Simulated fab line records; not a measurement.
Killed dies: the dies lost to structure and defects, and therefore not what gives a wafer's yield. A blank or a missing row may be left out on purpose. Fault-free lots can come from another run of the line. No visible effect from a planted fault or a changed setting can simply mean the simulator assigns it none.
A struck lot beside a sound one / flow nand harc / 41 steps out of a route of 1302
Sound: wafers L911.1, L911.3, L911.6. Wafers L916.3, L916.4, L916.6 were the ones struck. The cause is named last.
For every step that has rows: the tool of each side, followed by ch and its chambers, followed by its first start. Under that, the readings that differ: sound wafers / struck wafers / difference of the means / sigmas: that difference in standard deviations of wafers without a fault.
alike: readings whose means differ by less than 2 such deviations, and words and numbers that are the same on both sides. not compared: withheld readings, readings that some wafer has no value for, bounds like >300 that may hide the same value, and numbers for which the record gives no deviation and whose values overlap.
Wherever a step has rows on one side only, a row that says differs or no value, or a row with sigmas, the two part there. Numbers that have no deviation but don't overlap get no sigmas and don't part them. A reading missing from all wafers of one side parts the sides only when that side holds two or more wafers.

first, 6 steps without rows for these wafers: NHARC_A_SGD_CUT_COAT_03 (resist thk 90 nm); NHARC_A_SGD_CUT_SOFTBAKE_04 (time 55 s); NHARC_A_SGD_CUT_EBR_05; NHARC_A_SGD_CUT_EXPOSE_06 (exposes mask SGD); NHARC_A_SGD_CUT_PEB_07 (peb time 65 s); NHARC_A_SGD_CUT_DEVELOP_08 (develop time 35 s).
NHARC_A_SGD_CUT_CD_MEAS_09: target cd 100 nm.
  sound on cd sem-02 ch 0, day 23 16:16; struck on cd sem-02 ch 0, day 25 14:27
  alike: cd nm
NHARC_A_SGD_CUT_OVL_MEAS_10:
  struck on overlay-02, day 25 14:32; sound on overlay-01, day 23 16:21
  alike: overlay x nm, overlay y nm
NHARC_A_SGD_CUT_INSPECT_11:
  struck on defect inspect-01, day 25 14:34; sound on defect inspect-01, day 23 16:23
  alike: raw defect count
then, 2 steps without rows for these wafers: NHARC_A_SGD_CUT_DESCUM_14 (chemistry O2, time 3 s); NHARC_A_SGD_CUT_ETCH_58 (etches the open film in CF4, target depth 39 nm, time 65 s).
NHARC_A_SGD_CUT_ETCH_59: etches the open film in N2/H2, target depth 260 nm, time 406.25 s.
  sound: rie diel-13 ch 1,2; struck: rie diel-13 ch 0,1
  alike: drypump motor current A, oes product au, rf vpp V, showerhead plenum p Torr, throttle valve pct
  not compared: rf hours counter h
NHARC_A_SGD_CUT_ETCH_15: etches the open film in CH3F/O2, target depth 75 nm, time 64.3 s.
  sound on rie diel-13 ch 1,2, day 23 16:56; struck on rie diel-13 ch 2,3, day 25 15:07
  alike: drypump motor current A, oes product au, rf vpp V, showerhead plenum p Torr, throttle valve pct
  not compared: rf hours counter h
NHARC_A_SGD_CUT_ETCH_16: etches the open film in C4F8/O2/Ar, target depth 310.5 nm, time 155.2 s.
  sound: rie diel-13 ch 1,2,3; struck: rie diel-13 ch 1,2
  alike: oes product au, rf vpp V
  not compared: rf hours counter h
then, 1 step without rows for these wafers: NHARC_A_SGD_CUT_STRIP_60 (strips in C4F8/O2/Ar).
NHARC_A_SGD_CUT_STRIP_17: strips in O2.
  sound: rie diel-13 ch 2,3; struck: rie diel-13 ch 0,2
  alike: drypump motor current A, oes product au, rf vpp V, showerhead plenum p Torr, throttle valve pct
  not compared: rf hours counter h
then, 4 steps without rows for these wafers: NHARC_A_SGD_CUT_PRECLEAN_18 (cleans in SC1); NHARC_A_SGD_CUT_SRD_19; NHARC_A_SGD_CUT_DEP_20 (deposits SiO2, target thk 150 nm); NHARC_A_SGD_CUT_ANNEAL_27 (time 1800 s).
NHARC_A_SGD_CUT_CMP_21: polishes, target thk 148.19 nm.
  sound on cmp-01 ch 0,3, day 23 22:24; struck on cmp-01 ch 0,3, day 25 20:39
  alike: motor current A, time to endpoint s
NHARC_A_SGD_CUT_THK_MEAS_22: measures by ellipsometry.
  struck on film metro-02, day 25 20:55; sound on film metro-01, day 23 22:38
  alike: thk nm
then, 5 steps without rows for these wafers: NHARC_A_SGD_CUT_SRD_23; NHARC_A_SGD_CUT_ETCH_26 (etches SiO2 in dHF, target depth 45.8 nm); NHARC_A_SGD_CUT_ETCHBACK_24 (etches the open film in CH3F/O2, target depth 50 nm, time 92.857 s); NHARC_A_SGD_CUT_STRIP_28 (strips in O2, time 20 s); NHARC_A_SLIT_DEP_25 (deposits SiO2, target thk 200 nm).
NHARC_A_SLIT_DEP_00: deposits aC, target thk 6200 nm.
  sound on acl dep-03 ch 0, day 23 23:30; struck on acl dep-02 ch 0, day 26 00:48
  alike: throttle valve pct
then, 9 steps without rows for these wafers: NHARC_A_SLIT_DEP_23 (deposits SiON, target thk 100 nm); NHARC_A_SLIT_DEHYDRATE_01 (time 120 s); NHARC_A_SLIT_HMDS_02 (time 30 s); NHARC_A_SLIT_COAT_03 (resist thk 90 nm); NHARC_A_SLIT_SOFTBAKE_04 (time 55 s); NHARC_A_SLIT_EBR_05; NHARC_A_SLIT_EXPOSE_06 (exposes mask SLIT); NHARC_A_SLIT_PEB_07 (peb time 65 s); NHARC_A_SLIT_DEVELOP_08 (develop time 35 s).
NHARC_A_SLIT_CD_MEAS_09: target cd 300 nm.
  sound on cd sem-01 ch 0, day 24 03:59; struck on cd sem-03 ch 0, day 26 03:53
  alike: cd nm
NHARC_A_SLIT_OVL_MEAS_10:
  struck on overlay-01, day 26 03:58; sound on overlay-02, day 24 04:04
reading=overlay y nm (nm); sound=0.6 -0.4 0.3; struck=-2.1 -2.8 -2.5; difference=-2.6; sigmas=-3
  alike: overlay x nm
then, 1 step without rows for these wafers: NHARC_A_SLIT_DESCUM_14 (chemistry O2, time 3 s).
-- record jumps: 5 days between struck wafers' starts before vs after; left off in module A_SLIT, resumes in module END, first step shown is number 1302 of the route --
NHARC_END_SORT_01:
  sound on prober-02 ch 0, day 28 19:47; struck on prober-02 ch 0, day 31 00:49
reading=killed at array; sound=51 44 69; struck=117 106 131; difference=+63; sigmas=+4
reading=killed dies; sound=54 47 71; struck=125 109 132; difference=+65; sigmas=+4
reading=killed open; sound=2 1 3; struck=8 5 6; difference=+4; sigmas=+2
  alike: killed at other, killed at periphery, killed short

## WHERE THEY PART
At NHARC_A_SLIT_OVL_MEAS_10 first; at NHARC_END_SORT_01 last (within this record only).

WHY: whatever the simulator had introduced
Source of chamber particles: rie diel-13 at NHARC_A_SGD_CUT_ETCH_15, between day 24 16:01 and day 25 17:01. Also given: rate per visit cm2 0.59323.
